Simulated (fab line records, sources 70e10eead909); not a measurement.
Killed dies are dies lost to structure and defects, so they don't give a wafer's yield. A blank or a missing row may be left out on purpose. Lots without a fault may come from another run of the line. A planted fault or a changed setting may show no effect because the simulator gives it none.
Which tool did it? | flow nand_harc | 6 lots, 18 wafers sampled, at 3 steps of a route of 1159

WHAT THE GAUGES READ, wafer by wafer
NHARC_P_GATE_CD_MEAS_59: target cd 720 nm.
lot  | measured     | on        | cd_nm (nm)
L925 | day 6 03:13  | cd_sem-03 | 722.5 720.1 720.0
L928 | day 6 12:52  | cd_sem-01 | 722.1 721.3 720.6
L930 | day 7 06:56  | cd_sem-02 | 721.5 722.4 722.8
L935 | day 9 03:55  | cd_sem-03 | 777.5 777.8 779.0
L944 | day 10 12:56 | cd_sem-01 | 719.1 718.5 718.4
L946 | day 10 23:56 | cd_sem-01 | 721.4 720.6 717.6

WHICH TOOL RAN EACH LOT (tool, then ch and the chambers of the sampled wafers, then the start)
lot  | NHARC_P_GATE_ETCHBACK_37                     | NHARC_P_GATE_EXPOSE_56
L925 | rie_diel-11 ch 0,1,3, day 6 03:04 or earlier | krf_scanner-02 ch 0, day 6 03:04
L928 | rie_diel-13 ch 0,1,2, day 6 12:43 or earlier | krf_scanner-03 ch 0, day 6 12:43
L930 | rie_diel-13 ch 0,1,3, day 7 06:47 or earlier | krf_scanner-01 ch 0, day 7 06:47
L935 | rie_diel-08 ch 2,3, day 9 03:46 or earlier   | krf_scanner-03 ch 0, day 9 03:46
L944 | rie_diel-13 ch 2,3, day 10 12:46 or earlier  | krf_scanner-01 ch 0, day 10 12:46
L946 | rie_diel-13 ch 1,3, day 10 23:47 or earlier  | krf_scanner-01 ch 0, day 10 23:47
- NHARC_P_GATE_ETCHBACK_37: etches the open film in CHF3/O2, target depth 34.5 nm, time 17.2 s.
- NHARC_P_GATE_EXPOSE_56: exposes mask P PSD, target cd 720 nm.

THE ANSWER, worked out from the rows above alone
Rule: what is usual is taken from the lots themselves. Put in order of their means at a reading, lots are off if they are a third of the lots or fewer, leave a main group of 4 or more, and stand apart from it by a gap of 3 or more times the standard deviation of the main group's means; of several such gaps the widest counts. A main group whose means are all the same, to the digits that the tables above print for the reading, isn't used. A lot without any number at a reading at which 4 lots or more have one is off too. The other lots that the step has rows for count as sound.
Off: L935, at NHARC_P_GATE_CD_MEAS_59 (cd_nm). The main group: mean 720.6 nm, standard deviation 1.2.
A tool fits if, at a process step before that reading, it ran every lot that is off, and no sound lot after the first of them. The gauges at NHARC_P_GATE_CD_MEAS_59 are tried like those tools. NHARC_P_GATE_ETCHBACK_37 gives no start for some lots, so the hours and the order of its lots are those of NHARC_P_GATE_EXPOSE_56. Can't be told from this: 3 tools fit, rie_diel-08 at NHARC_P_GATE_ETCHBACK_37, krf_scanner-03 at NHARC_P_GATE_EXPOSE_56, cd_sem-03 at NHARC_P_GATE_CD_MEAS_59.

WHAT THE SIMULATOR HAD PUT IN
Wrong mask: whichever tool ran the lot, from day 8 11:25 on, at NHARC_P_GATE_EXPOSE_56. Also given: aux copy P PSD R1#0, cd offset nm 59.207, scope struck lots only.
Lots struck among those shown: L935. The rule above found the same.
